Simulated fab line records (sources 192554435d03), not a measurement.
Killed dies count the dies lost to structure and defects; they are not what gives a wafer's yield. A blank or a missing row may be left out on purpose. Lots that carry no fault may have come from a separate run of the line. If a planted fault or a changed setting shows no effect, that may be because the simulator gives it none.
Matching of chambers :: flow n5-finfet :: N5_BEOL_M9_STRIP_36 on rie-diel-03 has 4 sister chambers
The step strips in N2/H2. 4 wafers are shown with their chamber, then 11 later ones without.

== EACH WAFER AND ITS CHAMBER ==
wafer: L086.4
chamber: 3
showerhead-plenum-p-Torr (Torr): 2.52

wafer: L088.2
chamber: 1
showerhead-plenum-p-Torr (Torr): 2.41

wafer: L088.4
chamber: 2
showerhead-plenum-p-Torr (Torr): 2.70

wafer: L090.4
chamber: 0
showerhead-plenum-p-Torr (Torr): 2.51

== WAFERS WITHOUT THEIR CHAMBER ==
wafer: L090.5
showerhead-plenum-p-Torr (Torr): 2.50

wafer: L090.6
showerhead-plenum-p-Torr (Torr): 2.51

wafer: L092.1
showerhead-plenum-p-Torr (Torr): 2.50

wafer: L092.2
showerhead-plenum-p-Torr (Torr): 2.51

wafer: L092.4
showerhead-plenum-p-Torr (Torr): 2.40

wafer: L094.4
showerhead-plenum-p-Torr (Torr): 2.70

wafer: L094.5
showerhead-plenum-p-Torr (Torr): 2.51

wafer: L094.6
showerhead-plenum-p-Torr (Torr): 2.50

wafer: L097.3
showerhead-plenum-p-Torr (Torr): 2.50

wafer: L097.4
showerhead-plenum-p-Torr (Torr): 2.40

wafer: L097.6
showerhead-plenum-p-Torr (Torr): 2.51

== WHICH CHAMBER EACH WENT THROUGH ==
wafer: L090.5
from the rows above: can't be placed: 0 or 3
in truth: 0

wafer: L090.6
from the rows above: can't be placed: 0 or 3
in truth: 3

wafer: L092.1
from the rows above: can't be placed: 0 or 3
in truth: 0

wafer: L092.2
from the rows above: can't be placed: 0 or 3
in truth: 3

wafer: L092.4
from the rows above: 1
in truth: 1

wafer: L094.4
from the rows above: 2
in truth: 2

wafer: L094.5
from the rows above: can't be placed: 0 or 3
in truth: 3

wafer: L094.6
from the rows above: can't be placed: 0 or 3
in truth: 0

wafer: L097.3
from the rows above: can't be placed: 0 or 3
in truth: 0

wafer: L097.4
from the rows above: 1
in truth: 1

wafer: L097.6
from the rows above: can't be placed: 0 or 3
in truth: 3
Correctly placed: 3 of 11. Not placeable from these rows: 8 (in 8, the candidates include the true chamber). Wrongly placed: 0.
How it was worked out, from the rows above alone: a wafer's distance from a chamber is the root of the sum, over the readings, of the square of ((its reading less the chamber's mean) divided by the reading's scatter). The wafer belongs to the nearest chamber; if the next one is less than 2 further off, it can't be placed. The mean given for a chamber averages the wafers shown for that chamber. The scatter (one wafer shown for each chamber): square how far every hidden wafer sits from the nearest shown wafer, average those squares and take the square root.
